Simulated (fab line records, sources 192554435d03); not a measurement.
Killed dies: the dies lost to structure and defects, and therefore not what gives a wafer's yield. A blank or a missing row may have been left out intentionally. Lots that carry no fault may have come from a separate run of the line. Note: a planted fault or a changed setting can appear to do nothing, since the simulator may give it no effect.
Matching of chambers || flow n5-finfet || N5_BEOL_M10_ALD_74 on ald-metal-01: 4 sister chambers
The step deposits TaN, target thk 2 nm, pulse time 2 s, purge time 3 s. 14 wafers are shown with their chamber, then 7 later ones without.

EACH WAFER AND ITS CHAMBER
{"wafer": "L076.3", "chamber": 3, "heater-power-w (W)": 444, "susceptor-temp-C (C)": 274.89}
{"wafer": "L076.4", "chamber": 1, "heater-power-w (W)": 371, "susceptor-temp-C (C)": 274.78}
{"wafer": "L076.6", "chamber": 3, "heater-power-w (W)": 436, "susceptor-temp-C (C)": 275.36}
{"wafer": "L079.1", "chamber": 1, "heater-power-w (W)": 375, "susceptor-temp-C (C)": 275.15}
{"wafer": "L079.3", "chamber": 2, "heater-power-w (W)": 477, "susceptor-temp-C (C)": 275.18}
{"wafer": "L079.5", "chamber": 0, "heater-power-w (W)": 484, "susceptor-temp-C (C)": 275.10}
{"wafer": "L082.2", "chamber": 2, "heater-power-w (W)": 486, "susceptor-temp-C (C)": 274.99}
{"wafer": "L082.4", "chamber": 3, "heater-power-w (W)": 434, "susceptor-temp-C (C)": 274.69}
{"wafer": "L082.5", "chamber": 2, "heater-power-w (W)": 482, "susceptor-temp-C (C)": 274.87}
{"wafer": "L086.2", "chamber": 2, "heater-power-w (W)": 482, "susceptor-temp-C (C)": 275.26}
{"wafer": "L086.4", "chamber": 1, "heater-power-w (W)": 389, "susceptor-temp-C (C)": 274.91}
{"wafer": "L086.5", "chamber": 1, "heater-power-w (W)": 398, "susceptor-temp-C (C)": 275.18}
{"wafer": "L089.2", "chamber": 0, "heater-power-w (W)": 495, "susceptor-temp-C (C)": 275.10}
{"wafer": "L089.5", "chamber": 2, "heater-power-w (W)": 483, "susceptor-temp-C (C)": 274.96}

SIGNATURES (means of the wafers above)
{"reading": "heater-power-w", "chamber 0": 489.50, "chamber 1": 383.25, "chamber 2": 482.00, "chamber 3": 438.00, "scatter within a chamber": 7.92}
{"reading": "susceptor-temp-C", "chamber 0": 275.1000, "chamber 1": 275.0050, "chamber 2": 275.0520, "chamber 3": 274.9800, "scatter within a chamber": 0.213}
Rule: a wafer lies at a distance from a chamber equal to the root of the sum of squares, over the readings, of (its reading less the chamber's mean, divided by the reading's scatter). If the next closest chamber is less than 2 further off than the closest, the wafer can't be placed; otherwise it belongs to the closest. The scatter is the square root of a quotient: the sum, over the shown wafers, of each reading's squared deviation from its chamber's mean, divided by wafers minus chambers.

WAFERS WHOSE CHAMBER IS MISSING
{"wafer": "L089.6", "heater-power-w (W)": 382, "susceptor-temp-C (C)": 274.83}
{"wafer": "L091.2", "heater-power-w (W)": 503, "susceptor-temp-C (C)": 274.95}
{"wafer": "L091.5", "heater-power-w (W)": 435, "susceptor-temp-C (C)": 275.04}
{"wafer": "L091.6", "heater-power-w (W)": 476, "susceptor-temp-C (C)": 275.13}
{"wafer": "L095.2", "heater-power-w (W)": 509, "susceptor-temp-C (C)": 275.07}
{"wafer": "L095.4", "heater-power-w (W)": 439, "susceptor-temp-C (C)": 275.08}
{"wafer": "L095.5", "heater-power-w (W)": 504, "susceptor-temp-C (C)": 275.09}

EACH ONE'S CHAMBER
{"wafer": "L089.6", "from the rows above": 1, "in truth": 1}
{"wafer": "L091.2", "from the rows above": "can't be placed: 0 or 2", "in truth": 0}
{"wafer": "L091.5", "from the rows above": 3, "in truth": 3}
{"wafer": "L091.6", "from the rows above": "can't be placed: 2 or 0", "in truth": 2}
{"wafer": "L095.2", "from the rows above": "can't be placed: 0 or 2", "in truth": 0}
{"wafer": "L095.4", "from the rows above": 3, "in truth": 3}
{"wafer": "L095.5", "from the rows above": "can't be placed: 0 or 2", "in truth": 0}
Placed correctly: 3 of 7. Not placeable from these rows: 4 (in 4, the candidates include the true chamber). Number placed wrongly: 0.
